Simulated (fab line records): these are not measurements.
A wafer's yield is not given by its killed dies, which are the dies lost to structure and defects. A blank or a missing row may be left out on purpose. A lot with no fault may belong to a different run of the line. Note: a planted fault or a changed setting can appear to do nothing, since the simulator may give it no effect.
Matching of chambers ; flow n5_finfet ; 4 sister chambers for N5_BEOL_M4_STRIP_19 on rie_diel-02
The step strips in O2. 18 wafers are shown with their chamber, then 9 later ones without.

EACH WAFER AND ITS CHAMBER
wafer;chamber;showerhead_plenum_p_Torr (Torr);throttle_valve_pct (%);drypump_motor_current_A (A)
L074.2;1;2.16;16.91;5.85
L074.3;2;2.05;16.57;5.40
L074.5;0;2.09;16.72;5.63
L076.1;3;2.08;17.16;5.56
L076.2;0;2.09;16.71;5.54
L076.5;3;2.08;17.15;5.57
L077.1;2;2.05;16.59;5.43
L077.2;1;2.16;16.92;5.86
L077.3;3;2.08;17.17;5.57
L080.2;0;2.09;16.73;5.62
L080.3;3;2.07;17.18;5.58
L080.6;3;2.08;17.17;5.58
L085.1;0;2.08;16.75;5.57
L085.2;2;2.05;16.61;5.39
L085.3;3;2.07;17.20;5.57
L091.2;1;2.16;16.95;5.86
L091.3;3;2.07;17.22;5.56
L091.6;1;2.16;16.95;5.87

SIGNATURES, as means of the wafers listed above
reading;chamber 0;chamber 1;chamber 2;chamber 3;scatter within a chamber
showerhead_plenum_p_Torr;2.0875;2.1600;2.0500;2.0757;0.0042
throttle_valve_pct;16.7275;16.9325;16.5900;17.1786;0.0214
drypump_motor_current_A;5.5900;5.8600;5.4067;5.5700;0.0221
Rule: distance of a wafer from a chamber = root of the sum over the readings of ((wafer's reading minus chamber's mean) / reading's scatter) squared. If the next closest chamber is less than 2 further off than the closest, the wafer can't be placed; otherwise it belongs to the closest. The scatter is the square root of a quotient: the sum, over the shown wafers, of each reading's squared deviation from its chamber's mean, divided by wafers minus chambers.

WAFERS MISSING THEIR CHAMBER
wafer;showerhead_plenum_p_Torr (Torr);throttle_valve_pct (%);drypump_motor_current_A (A)
L089.1;2.15;16.94;5.86
L089.2;2.07;17.20;5.55
L089.6;2.08;16.77;5.58
L093.1;2.06;17.25;5.57
L093.2;2.08;16.76;5.61
L093.5;2.15;16.97;5.88
L096.2;2.04;16.18;5.36
L096.5;2.15;17.01;5.87
L096.6;2.04;16.18;5.42

EACH ONE'S CHAMBER
wafer;from the rows above;in truth
L089.1;1;1
L089.2;3;3
L089.6;0;0
L093.1;3;3
L093.2;0;0
L093.5;1;1
L096.2;2;2
L096.5;1;1
L096.6;2;2
Placed correctly: 9 of 9. From these rows, 0 cannot be placed. Placed wrongly: 0.
